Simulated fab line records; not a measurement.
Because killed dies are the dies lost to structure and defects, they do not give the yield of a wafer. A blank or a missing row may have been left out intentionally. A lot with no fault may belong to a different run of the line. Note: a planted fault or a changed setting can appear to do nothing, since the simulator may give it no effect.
Which of the tools did it? :: flow nandHarc :: 13 lots, 37 wafers sampled, at 6 steps of a route of 1159

WHAT THE GAUGES READ, wafer by wafer
NHARC_P_M0_CD_MEAS_09: the cd target is 90 nm. Usual: cdNm 90.3 nm, standard deviation 0.72.
lot: L672
measured: day 5 21:46
on: cdSem-03
cdNm (nm): 89.3 90.4 90.8
flag: 

lot: L673
measured: day 6 11:02
on: cdSem-02
cdNm (nm): 90.4 90.2 89.7
flag: 

lot: L676
measured: day 6 15:01
on: cdSem-02
cdNm (nm): 90.2 89.8 90.8
flag: 

lot: L675
measured: day 6 15:59
on: cdSem-03
cdNm (nm): 89.7 90.6 90.5
flag: 

lot: L681
measured: day 7 22:29
on: cdSem-02
cdNm (nm): 90.2 89.9 90.0
flag: 

lot: L682
measured: day 8 06:05
on: cdSem-02
cdNm (nm): 89.4 89.9 90.1
flag: 

lot: L687
measured: day 9 00:57
on: cdSem-01
cdNm (nm): 91.0 89.9 89.8
flag: 

lot: L685
measured: day 9 01:29
on: cdSem-02
cdNm (nm): 67.7 67.5
flag: OFF

lot: L686
measured: day 9 21:44
on: cdSem-03
cdNm (nm): 89.5 90.6 90.7
flag: 

lot: L688
measured: day 10 02:39
on: cdSem-03
cdNm (nm): 90.4 90.3 90.1
flag: 

lot: L689
measured: day 10 07:43
on: cdSem-03
cdNm (nm): 90.4 91.2 90.6
flag: 

lot: L694
measured: day 11 07:13
on: cdSem-02
cdNm (nm): 90.0 89.1 90.3
flag: 

lot: L695
measured: day 11 07:30
on: cdSem-01
cdNm (nm): 90.3 89.6 89.1
flag: 

NHARC_P_M0_CD_MEAS_16. Usual: cdNm 90.3 nm, standard deviation 0.88.
lot: L672
measured: day 5 22:15
on: cdSem-03
cdNm (nm): 88.2 90.1 90.7
flag: 

lot: L673
measured: day 6 11:33
on: cdSem-02
cdNm (nm): 90.5 90.3 90.1
flag: 

lot: L676
measured: day 6 15:29
on: cdSem-02
cdNm (nm): 88.9 89.3 90.9
flag: 

lot: L675
measured: day 6 16:28
on: cdSem-02
cdNm (nm): 89.7 90.8 90.5
flag: 

lot: L681
measured: day 7 22:58
on: cdSem-02
cdNm (nm): 90.4 90.0 89.8
flag: 

lot: L682
measured: day 8 06:34
on: cdSem-03
cdNm (nm): 90.0 90.2 89.7
flag: 

lot: L687
measured: day 9 01:26
on: cdSem-01
cdNm (nm): 92.4 90.0 90.3
flag: 

lot: L685
measured: day 9 02:49
on: cdSem-01
cdNm (nm): 67.2 67.7
flag: OFF

lot: L686
measured: day 9 22:14
on: cdSem-02
cdNm (nm): 91.1 91.0 91.1
flag: 

lot: L688
measured: day 10 03:08
on: cdSem-01
cdNm (nm): 90.7 90.0 88.7
flag: 

lot: L689
measured: day 10 08:12
on: cdSem-01
cdNm (nm): 89.5 91.2 90.0
flag: 

lot: L694
measured: day 11 07:44
on: cdSem-03
cdNm (nm): 90.0 90.0 90.3
flag: 

lot: L695
measured: day 11 07:59
on: cdSem-01
cdNm (nm): 90.6 90.4 90.0
flag: 

TOOL THAT RAN EACH LOT (tool first, then ch and the chambers of the sampled wafers, then the start)
lot: L672
NHARC_P_CONTACT_ALD_22: aldMetal-01 ch 1,2, day 5 19:37
NHARC_P_M0_EXPOSE_06: arfiScanner-01 ch 0, day 5 21:37
NHARC_P_M0_ETCH_34: rieDiel-11 ch 1,2,3, day 5 22:02
NHARC_P_M0_ETCH_15: rieDiel-11 ch 0,1, day 5 22:15 or earlier

lot: L673
NHARC_P_CONTACT_ALD_22: aldMetal-04 ch 0,1,3, day 6 04:47
NHARC_P_M0_EXPOSE_06: arfiScanner-01 ch 0, day 6 10:53
NHARC_P_M0_ETCH_34: rieDiel-06 ch 1,2, day 6 11:19
NHARC_P_M0_ETCH_15: rieDiel-06 ch 0,1,2, day 6 11:33 or earlier

lot: L676
NHARC_P_CONTACT_ALD_22: aldMetal-02 ch 0,1,2, day 6 12:52
NHARC_P_M0_EXPOSE_06: arfiScanner-03 ch 0, day 6 14:52
NHARC_P_M0_ETCH_34: rieDiel-11 ch 0,1,2, day 6 15:17
NHARC_P_M0_ETCH_15: rieDiel-11 ch 0,1,3, day 6 15:29 or earlier

lot: L675
NHARC_P_CONTACT_ALD_22: aldMetal-01 ch 0,1,2, day 6 13:34
NHARC_P_M0_EXPOSE_06: arfiScanner-01 ch 0, day 6 15:51
NHARC_P_M0_ETCH_34: rieDiel-06 ch 1,2,3, day 6 16:15
NHARC_P_M0_ETCH_15: rieDiel-06 ch 1,2,3, day 6 16:28 or earlier

lot: L681
NHARC_P_CONTACT_ALD_22: aldMetal-04 ch 0,2,3, day 7 17:26
NHARC_P_M0_EXPOSE_06: arfiScanner-02 ch 0, day 7 22:20
NHARC_P_M0_ETCH_34: rieDiel-09 ch 0,2,3, day 7 22:46
NHARC_P_M0_ETCH_15: rieDiel-09 ch 2,3, day 7 22:58 or earlier

lot: L682
NHARC_P_CONTACT_ALD_22: aldMetal-01 ch 0,1,2, day 8 03:56
NHARC_P_M0_EXPOSE_06: arfiScanner-03 ch 0, day 8 05:56
NHARC_P_M0_ETCH_34: rieDiel-06 ch 0,2,3, day 8 06:22
NHARC_P_M0_ETCH_15: rieDiel-06 ch 1,2,3, day 8 06:34 or earlier

lot: L687
NHARC_P_CONTACT_ALD_22: aldMetal-01 ch 0,2,3, day 8 22:04
NHARC_P_M0_EXPOSE_06: arfiScanner-02 ch 0, day 9 00:49
NHARC_P_M0_ETCH_34: rieDiel-09 ch 0,1,3, day 9 01:14
NHARC_P_M0_ETCH_15: rieDiel-09 ch 1,2,3, day 9 01:26 or earlier

lot: L685
NHARC_P_CONTACT_ALD_22: aldMetal-04 ch 1, day 8 23:13
NHARC_P_M0_EXPOSE_06: arfiScanner-03 ch 0, day 9 01:22
NHARC_P_M0_ETCH_34: rieDiel-06 ch 1, day 9 02:37
NHARC_P_M0_ETCH_15: rieDiel-06 ch 1, day 9 02:49 or earlier

lot: L686
NHARC_P_CONTACT_ALD_22: aldMetal-04 ch 0,1, day 9 07:08
NHARC_P_M0_EXPOSE_06: arfiScanner-02 ch 0, day 9 21:36
NHARC_P_M0_ETCH_34: rieDiel-09 ch 2,3, day 9 22:01
NHARC_P_M0_ETCH_15: rieDiel-09 ch 1,2,3, day 9 22:14 or earlier

lot: L688
NHARC_P_CONTACT_ALD_22: aldMetal-02 ch 0,3, day 9 18:27
NHARC_P_M0_EXPOSE_06: arfiScanner-02 ch 0, day 10 02:31
NHARC_P_M0_ETCH_34: rieDiel-09 ch 1,2, day 10 02:55
NHARC_P_M0_ETCH_15: rieDiel-09 ch 1,2, day 10 03:08 or earlier

lot: L689
NHARC_P_CONTACT_ALD_22: aldMetal-02 ch 1,2,3, day 9 22:14
NHARC_P_M0_EXPOSE_06: arfiScanner-02 ch 0, day 10 07:34
NHARC_P_M0_ETCH_34: rieDiel-09 ch 1,2,3, day 10 07:59
NHARC_P_M0_ETCH_15: rieDiel-09 ch 1,2,3, day 10 08:12 or earlier

lot: L694
NHARC_P_CONTACT_ALD_22: aldMetal-01 ch 0,1, day 11 03:49
NHARC_P_M0_EXPOSE_06: arfiScanner-01 ch 0, day 11 07:05
NHARC_P_M0_ETCH_34: rieDiel-09 ch 2,3, day 11 07:31
NHARC_P_M0_ETCH_15: rieDiel-09 ch 0,1,3, day 11 07:44 or earlier

lot: L695
NHARC_P_CONTACT_ALD_22: aldMetal-02 ch 0,3, day 11 04:35
NHARC_P_M0_EXPOSE_06: arfiScanner-03 ch 0, day 11 07:22
NHARC_P_M0_ETCH_34: rieDiel-09 ch 1,3, day 11 07:46
NHARC_P_M0_ETCH_15: rieDiel-09 ch 0,2,3, day 11 07:59 or earlier
- NHARC_P_CONTACT_ALD_22: deposits TiN, target thk 3 nm, pulse time 1 s, ald cycles 150.
- NHARC_P_M0_EXPOSE_06: exposes mask P M0, target cd 90 nm.
- NHARC_P_M0_ETCH_34: etches the open film in N2/H2, target depth 40 nm, overetch 12 nm, time 43.94 s.
- NHARC_P_M0_ETCH_15: etches the open film in C4F8/Ar, target depth 150 nm, overetch 15 nm, time 82.5 s.

WHAT THE TOOLS THEMSELVES READ (means of the sampled wafers that have a number; where no wafer has one, the mark that the record gives instead)
NHARC_P_CONTACT_ALD_22. Usual: heaterPowerW 1058 W, standard deviation 110; precursorPulseHeightRel 0.999, standard deviation 0.019.
lot: L672
tool: aldMetal-01
heaterPowerW (W): 1044
precursorPulseHeightRel: 1.012
flag: 

lot: L673
tool: aldMetal-04
heaterPowerW (W): 975
precursorPulseHeightRel: 1.000
flag: 

lot: L676
tool: aldMetal-02
heaterPowerW (W): 1088
precursorPulseHeightRel: 0.988
flag: 

lot: L675
tool: aldMetal-01
heaterPowerW (W): 1118
precursorPulseHeightRel: 0.978
flag: 

lot: L681
tool: aldMetal-04
heaterPowerW (W): 1023
precursorPulseHeightRel: 0.993
flag: 

lot: L682
tool: aldMetal-01
heaterPowerW (W): 1113
precursorPulseHeightRel: 1.015
flag: 

lot: L687
tool: aldMetal-01
heaterPowerW (W): 1057
precursorPulseHeightRel: 1.014
flag: 

lot: L685
tool: aldMetal-04
heaterPowerW (W): 932
precursorPulseHeightRel: 1.025
flag: 

lot: L686
tool: aldMetal-04
heaterPowerW (W): 980
precursorPulseHeightRel: 0.989
flag: 

lot: L688
tool: aldMetal-02
heaterPowerW (W): 1085
precursorPulseHeightRel: 0.984
flag: 

lot: L689
tool: aldMetal-02
heaterPowerW (W): 1010
precursorPulseHeightRel: 1.007
flag: 

lot: L694
tool: aldMetal-01
heaterPowerW (W): 1213
precursorPulseHeightRel: 0.995
flag: 

lot: L695
tool: aldMetal-02
heaterPowerW (W): 1092
precursorPulseHeightRel: 0.992
flag: 

NHARC_P_M0_EXPOSE_06. Usual: reticleTempC 22.99 C, standard deviation 0.11.
lot: L672
tool: arfiScanner-01
reticleTempC (C): 22.93
flag: 

lot: L673
tool: arfiScanner-01
reticleTempC (C): 22.98
flag: 

lot: L676
tool: arfiScanner-03
reticleTempC (C): 23.19
flag: 

lot: L675
tool: arfiScanner-01
reticleTempC (C): 22.97
flag: 

lot: L681
tool: arfiScanner-02
reticleTempC (C): 23.03
flag: 

lot: L682
tool: arfiScanner-03
reticleTempC (C): 22.98
flag: 

lot: L687
tool: arfiScanner-02
reticleTempC (C): 22.84
flag: 

lot: L685
tool: arfiScanner-03
reticleTempC (C): 23.10
flag: 

lot: L686
tool: arfiScanner-02
reticleTempC (C): 23.02
flag: 

lot: L688
tool: arfiScanner-02
reticleTempC (C): 22.96
flag: 

lot: L689
tool: arfiScanner-02
reticleTempC (C): 23.12
flag: 

lot: L694
tool: arfiScanner-01
reticleTempC (C): 23.05
flag: 

lot: L695
tool: arfiScanner-03
reticleTempC (C): 22.92
flag: 

NHARC_P_M0_ETCH_34. Usual: drypumpMotorCurrentA 5.7 A, standard deviation 0.36; oesProductAu 1.001 a.u., standard deviation 0.011; rfFwdPowerW 395.1 W, standard deviation 1.3; rfVppV 429.8 V, standard deviation 2.5; showerheadPlenumPTorr 2.01 Torr, standard deviation 0.079; throttleValvePct 14.171 %, standard deviation 0.0085.
lot: L672
tool: rieDiel-11
drypumpMotorCurrentA (A): 5.7
oesProductAu (a.u.): 0.997
rfFwdPowerW (W): 395.3
rfVppV (V): 428.6
showerheadPlenumPTorr (Torr): 1.96
throttleValvePct (%): 14.168
flag: 

lot: L673
tool: rieDiel-06
drypumpMotorCurrentA (A): 6.1
oesProductAu (a.u.): 0.999
rfFwdPowerW (W): 394.3
rfVppV (V): 427.2
showerheadPlenumPTorr (Torr): 1.93
throttleValvePct (%): 14.170
flag: 

lot: L676
tool: rieDiel-11
drypumpMotorCurrentA (A): 5.4
oesProductAu (a.u.): 1.012
rfFwdPowerW (W): 395.5
rfVppV (V): 429.1
showerheadPlenumPTorr (Torr): 1.99
throttleValvePct (%): 14.160
flag: 

lot: L675
tool: rieDiel-06
drypumpMotorCurrentA (A): 6.1
oesProductAu (a.u.): 0.997
rfFwdPowerW (W): 394.8
rfVppV (V): 428.2
showerheadPlenumPTorr (Torr): 1.97
throttleValvePct (%): 14.162
flag: 

lot: L681
tool: rieDiel-09
drypumpMotorCurrentA (A): 5.7
oesProductAu (a.u.): 1.006
rfFwdPowerW (W): 395.2
rfVppV (V): 430.8
showerheadPlenumPTorr (Torr): 2.06
throttleValvePct (%): 14.172
flag: 

lot: L682
tool: rieDiel-06
drypumpMotorCurrentA (A): 5.6
oesProductAu (a.u.): 0.987
rfFwdPowerW (W): 395.1
rfVppV (V): 429.5
showerheadPlenumPTorr (Torr): 2.00
throttleValvePct (%): 14.174
flag: 

lot: L687
tool: rieDiel-09
drypumpMotorCurrentA (A): 5.7
oesProductAu (a.u.): 1.002
rfFwdPowerW (W): 396.2
rfVppV (V): 430.0
showerheadPlenumPTorr (Torr): 2.04
throttleValvePct (%): 14.168
flag: 

lot: L685
tool: rieDiel-06
drypumpMotorCurrentA (A): 6.1
oesProductAu (a.u.): 0.994
rfFwdPowerW (W): 393.7
rfVppV (V): 427.9
showerheadPlenumPTorr (Torr): 1.94
throttleValvePct (%): 14.161
flag: 

lot: L686
tool: rieDiel-09
drypumpMotorCurrentA (A): 5.8
oesProductAu (a.u.): 1.007
rfFwdPowerW (W): 395.0
rfVppV (V): 429.2
showerheadPlenumPTorr (Torr): 1.98
throttleValvePct (%): 14.174
flag: 

lot: L688
tool: rieDiel-09
drypumpMotorCurrentA (A): 5.7
oesProductAu (a.u.): 0.998
rfFwdPowerW (W): 395.1
rfVppV (V): 430.4
showerheadPlenumPTorr (Torr): 2.04
throttleValvePct (%): 14.167
flag: 

lot: L689
tool: rieDiel-09
drypumpMotorCurrentA (A): 5.8
oesProductAu (a.u.): 1.001
rfFwdPowerW (W): 395.2
rfVppV (V): 429.0
showerheadPlenumPTorr (Torr): 2.01
throttleValvePct (%): 14.175
flag: 

lot: L694
tool: rieDiel-09
drypumpMotorCurrentA (A): 5.8
oesProductAu (a.u.): 1.002
rfFwdPowerW (W): 394.8
rfVppV (V): 429.9
showerheadPlenumPTorr (Torr): 2.03
throttleValvePct (%): 14.169
flag: 

lot: L695
tool: rieDiel-09
drypumpMotorCurrentA (A): 5.8
oesProductAu (a.u.): 0.992
rfFwdPowerW (W): 395.2
rfVppV (V): 428.2
showerheadPlenumPTorr (Torr): 1.97
throttleValvePct (%): 14.175
flag: 

NHARC_P_M0_ETCH_15. Usual: oesProductAu 0.960 a.u., standard deviation 0.021; rfFwdPowerW 595.6 W, standard deviation 2; rfVppV 440.3 V, standard deviation 2.4.
lot: L672
tool: rieDiel-11
oesProductAu (a.u.): 0.961
rfFwdPowerW (W): 594.7
rfVppV (V): 440.6
flag: 

lot: L673
tool: rieDiel-06
oesProductAu (a.u.): 0.958
rfFwdPowerW (W): 596.2
rfVppV (V): 438.2
flag: 

lot: L676
tool: rieDiel-11
oesProductAu (a.u.): 0.946
rfFwdPowerW (W): 596.6
rfVppV (V): 440.1
flag: 

lot: L675
tool: rieDiel-06
oesProductAu (a.u.): 0.956
rfFwdPowerW (W): 595.2
rfVppV (V): 439.0
flag: 

lot: L681
tool: rieDiel-09
oesProductAu (a.u.): 0.967
rfFwdPowerW (W): 598.4
rfVppV (V): 439.6
flag: 

lot: L682
tool: rieDiel-06
oesProductAu (a.u.): 0.917
rfFwdPowerW (W): 595.5
rfVppV (V): 438.7
flag: 

lot: L687
tool: rieDiel-09
oesProductAu (a.u.): 0.961
rfFwdPowerW (W): 595.1
rfVppV (V): 440.3
flag: 

lot: L685
tool: rieDiel-06
oesProductAu (a.u.): 0.951
rfFwdPowerW (W): 595.8
rfVppV (V): 436.2
flag: 

lot: L686
tool: rieDiel-09
oesProductAu (a.u.): 0.941
rfFwdPowerW (W): 595.5
rfVppV (V): 441.1
flag: 

lot: L688
tool: rieDiel-09
oesProductAu (a.u.): 0.959
rfFwdPowerW (W): 594.7
rfVppV (V): 441.0
flag: 

lot: L689
tool: rieDiel-09
oesProductAu (a.u.): 0.973
rfFwdPowerW (W): 595.1
rfVppV (V): 440.3
flag: 

lot: L694
tool: rieDiel-09
oesProductAu (a.u.): 0.977
rfFwdPowerW (W): 596.1
rfVppV (V): 441.7
flag: 

lot: L695
tool: rieDiel-09
oesProductAu (a.u.): 0.970
rfFwdPowerW (W): 594.9
rfVppV (V): 441.1
flag: 

THE ANSWER, worked out from the rows above alone
Rule: a lot is off if the mean of its wafers that have a number lies more than 3 standard deviations from the usual mean. A lot without any number at a reading at which 4 lots or more have one is off too. Where the step has rows for the other lots, those lots are counted as sound. Order of review: gauges by route order, followed by the tools' own readings, for which a lot's mean as printed above is used. The first step at which some lot is off is used, and at that step the reading that is off furthest; a lot without a number counts as furthest.
Off, at NHARC_P_M0_CD_MEAS_09 on cdNm: L685.
If a tool, at a process step before that reading, ran all the lots that are off and no sound lot after the first of them, it fits. The gauges at NHARC_P_M0_CD_MEAS_09 aren't tried: what is off there is off at NHARC_P_M0_CD_MEAS_16 too, on other tools, and a gauge's error can't cause that. Not one of the candidates tried fits.

WHAT HAD BEEN PUT IN BY THE SIMULATOR
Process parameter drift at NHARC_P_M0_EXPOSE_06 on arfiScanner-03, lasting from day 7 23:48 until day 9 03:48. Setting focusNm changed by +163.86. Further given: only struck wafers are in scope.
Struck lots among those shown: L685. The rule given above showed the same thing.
